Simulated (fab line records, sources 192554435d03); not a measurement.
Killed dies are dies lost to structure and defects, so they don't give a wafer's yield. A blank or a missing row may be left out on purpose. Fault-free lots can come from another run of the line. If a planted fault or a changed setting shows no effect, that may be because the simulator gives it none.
Matching of chambers    flow n5 finfet    4 sister chambers for N5_MOL_CONTACT_COAG_ETCH_65 on rie diel-01
The step etches underlayer in N2/H2, target depth 13 nm, time 10.4 s. 4 wafers are shown with their chamber, then 10 later ones without.

## WAFERS PAIRED WITH THEIR CHAMBERS
wafer   chamber  showerhead plenum p Torr (Torr)
L090.4  1        2.60
L091.4  2        2.44
L092.3  0        2.55
L092.5  3        2.59

## WAFERS WHOSE CHAMBER IS MISSING
wafer   showerhead plenum p Torr (Torr)
L092.6  2.44
L093.4  2.59
L093.5  2.44
L093.6  2.59
L094.2  2.55
L094.4  2.58
L094.5  2.58
L096.1  2.44
L096.2  2.55
L096.4  2.58

## THE CHAMBER EACH PASSED THROUGH
wafer   from the rows above      in truth
L092.6  2                        2
L093.4  can't be placed: 3 or 1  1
L093.5  2                        2
L093.6  can't be placed: 3 or 1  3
L094.2  0                        0
L094.4  can't be placed: 3 or 1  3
L094.5  can't be placed: 3 or 1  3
L096.1  2                        2
L096.2  0                        0
L096.4  can't be placed: 3 or 1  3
Placed correctly: 5 of 10. Not placeable from these rows: 5 (in 5, the candidates include the true chamber). Number placed wrongly: 0.
How it was worked out, from the rows above alone: a wafer's distance from a chamber is the root of the sum, over the readings, of the square of ((its reading less the chamber's mean) divided by the reading's scatter). The wafer belongs to the nearest chamber; if the next one is less than 2 further off, it can't be placed. The mean given for a chamber averages the wafers shown for that chamber. The scatter (one wafer shown for each chamber): square how far every hidden wafer sits from the nearest shown wafer, average those squares and take the square root.
